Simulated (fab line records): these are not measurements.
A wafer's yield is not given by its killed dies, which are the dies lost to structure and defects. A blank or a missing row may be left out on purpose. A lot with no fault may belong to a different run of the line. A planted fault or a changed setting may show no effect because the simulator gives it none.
Matching of chambers -- flow nand-harc -- NHARC_A_STAIRCASE_DESCUM_168 on rie-diel-01: 4 sister chambers
The step chemistry O2, time 3 s. 8 wafers are shown with their chamber, then 10 later ones without.

== WAFERS, EACH WITH ITS CHAMBER ==
wafer,chamber,showerhead-plenum-p-Torr (Torr),rf-vpp-V (V)
L077.1,1,1.81,57.1
L075.2,3,2.01,59.1
L084.1,1,1.80,57.2
L084.6,2,1.94,58.0
L083.4,3,2.00,57.4
L083.5,0,1.99,59.3
L087.1,0,1.99,58.7
L087.4,2,1.94,57.1

== WAFERS WHOSE CHAMBER IS MISSING ==
wafer,showerhead-plenum-p-Torr (Torr),rf-vpp-V (V)
L087.5,1.80,57.9
L092.2,2.00,56.7
L092.3,1.80,57.0
L092.6,1.80,58.3
L093.2,2.00,57.4
L093.3,1.94,57.2
L093.4,1.99,57.3
L094.4,1.94,57.1
L094.5,1.99,57.9
L094.6,1.99,57.8

== EACH ONE'S CHAMBER ==
wafer,from the rows above,in truth
L087.5,1,1
L092.2,can't be placed: 3 or 0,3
L092.3,1,1
L092.6,1,1
L093.2,can't be placed: 3 or 0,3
L093.3,2,2
L093.4,can't be placed: 0 or 3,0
L094.4,2,2
L094.5,can't be placed: 0 or 3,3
L094.6,can't be placed: 0 or 3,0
Correctly placed: 5 of 10. Can't be placed from these rows: 5 (the true chamber is among the candidates in 5). Placed wrongly: 0.
How it was worked out, from the rows above alone: a wafer's distance from a chamber is the root of the sum, over the readings, of the square of ((its reading less the chamber's mean) divided by the reading's scatter). If the next closest chamber is less than 2 further off than the closest, the wafer can't be placed; otherwise it belongs to the closest. A chamber's mean is the mean of its shown wafers. How the scatter is found: for the shown wafers, subtract from each reading the mean of its chamber, square and add these, divide the total by (wafers less chambers), then take the root.
